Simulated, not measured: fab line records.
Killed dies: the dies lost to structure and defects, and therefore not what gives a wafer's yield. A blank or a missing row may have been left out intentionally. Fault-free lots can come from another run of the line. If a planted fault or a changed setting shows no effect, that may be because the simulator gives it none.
Struck lot and sound lot, side by side    flow n5-finfet    18 steps out of a route of 1938
Sound: these wafers, L888.1, L888.2, L888.6. Wafers L900.2, L900.4 were the ones struck. Last of all comes the cause.
At each step with rows: each side's tool, then ch and its chambers, then its first start. Under that, the readings that differ: sound wafers    struck wafers    difference of the means    sigmas: that difference in standard deviations of wafers without a fault.
alike: same words and numbers on both sides, and readings whose means sit less than 2 such deviations apart. not compared: any withheld reading, any reading some wafer has no value for, any bound like >300 that may hide the same value, and any number with overlapping values for which the record gives no deviation.
A row with sigmas, a row that says differs or no value, or rows on one side alone: a step with any of these is where the two part. Numbers that have no deviation but don't overlap get no sigmas and don't part them. A reading missing from all wafers of one side parts the sides only when that side holds two or more wafers.

first, 6 steps without rows for these wafers: N5_BEOL_M8_COAT_22 (resist thk 30 nm); N5_BEOL_M8_EBR_24; N5_BEOL_M8_SOFTBAKE_23 (time 60 s); N5_BEOL_M8_EXPOSE_25 (exposes mask V7, target cd 40 nm); N5_BEOL_M8_PEB_26 (peb time 60 s); N5_BEOL_M8_DEVELOP_27 (develop time 30 s).
N5_BEOL_M8_CD_MEAS_28: target cd 40 nm.
  sound on cd-sem-02 ch 0, day 11 12:21; struck on cd-sem-03 ch 0, day 14 16:39
  alike: cd-nm
N5_BEOL_M8_OVL_MEAS_29:
  sound on overlay-02 ch 0, day 11 12:23; struck on overlay-02 ch 0, day 14 16:41
  alike: V7_OVL
N5_BEOL_M8_INSPECT_30: inspects for defects (brightfield).
  sound on defect-inspect-02 at day 11 12:26; struck on defect-inspect-01 at day 14 16:44
  alike: raw-defect-count
N5_BEOL_M8_DESCUM_33: chemistry O2, time 7 s.
  sound on rie-diel-02 ch 1,2,3, day 11 13:40; struck on rie-diel-04 ch 2,3, day 14 16:54
  alike: drypump-motor-current-A, o2-flow-sccm, oes-product-au, rf-vpp-V, showerhead-plenum-p-Torr, temp-c, throttle-valve-pct
  not compared: rf-hours-counter-h
N5_BEOL_M8_ETCH_72: etches underlayer in N2/H2, target depth 6.5 nm, time 5.2 s.
  sound on rie-diel-02 ch 1,2,3, day 11 13:43; struck on rie-diel-04 ch 2,3, day 14 16:56
  alike: drypump-motor-current-A, etch-rf-on-time-s, oes-product-au, rf-vpp-V, showerhead-plenum-p-Torr, throttle-valve-pct
  not compared: rf-hours-counter-h
N5_BEOL_M8_ETCH_65: etches SiARC in CF4, target depth 15.6 nm, time 26 s.
  sound on rie-diel-02 ch 1,2,3, day 11 13:44; struck on rie-diel-04 ch 2,3, day 14 16:58
  alike: drypump-motor-current-A, etch-rf-on-time-s, oes-product-au, rf-vpp-V, showerhead-plenum-p-Torr, throttle-valve-pct
  not compared: rf-hours-counter-h
N5_BEOL_M8_ETCH_66: etches SOC in N2/H2, target depth 80 nm, overetch 16 nm, time 120 s.
  sound on rie-diel-02 ch 1,2,3, day 11 13:45; struck on rie-diel-04 ch 2,3, day 14 16:59
reading                                     sound         struck   difference  sigmas
model.SiARC_of_BEOL_M8_COAT_64.thk-nm (nm)  6.4 6.4 6.6   2 2      -4          
model.BEOL_M8.cd-nm (nm)                    39.8 40 40.4  42.2 42  +2.0        
  alike: drypump-motor-current-A, oes-product-au, rf-vpp-V, showerhead-plenum-p-Torr, temp-c, throttle-valve-pct
  not compared: rf-hours-counter-h
then, 2 steps without rows for these wafers: N5_BEOL_M8_STRIP_69 (strips in N2/H2); N5_BEOL_M8_STRIP_73 (strips in N2/H2).
N5_BEOL_M8_VIA_ETCH_34: etches SiCOH lowk in C4F6/O2, target depth 125.5 nm, time 50.5 s.
  sound on rie-diel-02 ch 1,2,3, day 11 13:52; struck on rie-diel-04 ch 2,3, day 14 17:05
reading                   sound       struck  difference  sigmas
model.BEOL_M8.cd-nm (nm)  40 40 40.2  42 42   +2          
  alike: drypump-motor-current-A, oes-product-au, rf-vpp-V, showerhead-plenum-p-Torr, throttle-valve-pct
  not compared: rf-hours-counter-h
then, 1 step without rows for these wafers: N5_BEOL_M8_STRIP_76 (strips in C4F6/O2).
-- record jumps: 3 days separate the struck wafers' starts on either side; left off in module BEOL_M8, taken up again in module PASSIVATION, whose first shown step is the route's number 1936 --
N5_PASSIVATION_PROBE_49:
  sound on prober-02 at day 14 15:38; struck on prober-01 at day 17 17:02
reading                sound        struck   difference  sigmas
killed_at_M0_to_M3     48 40 37     11 16    -28         -3
killed_at_M4_up        16 21 18     7 12     -9          -2
sort_bin_6_memory (%)  3.6 5.5 3.5  2.3 2.4  -1.9        -3
  alike: defect-limited-yield, killed-at-contacts, killed-at-front-end, killed-at-other, killed-dies, killed-open, killed-short, sort_bin_5_function, sort-n-pass, sort-yield-pct

== WHERE THEY PART ==
Within this record, at N5_PASSIVATION_PROBE_49 only.

WHY: whatever the simulator had introduced
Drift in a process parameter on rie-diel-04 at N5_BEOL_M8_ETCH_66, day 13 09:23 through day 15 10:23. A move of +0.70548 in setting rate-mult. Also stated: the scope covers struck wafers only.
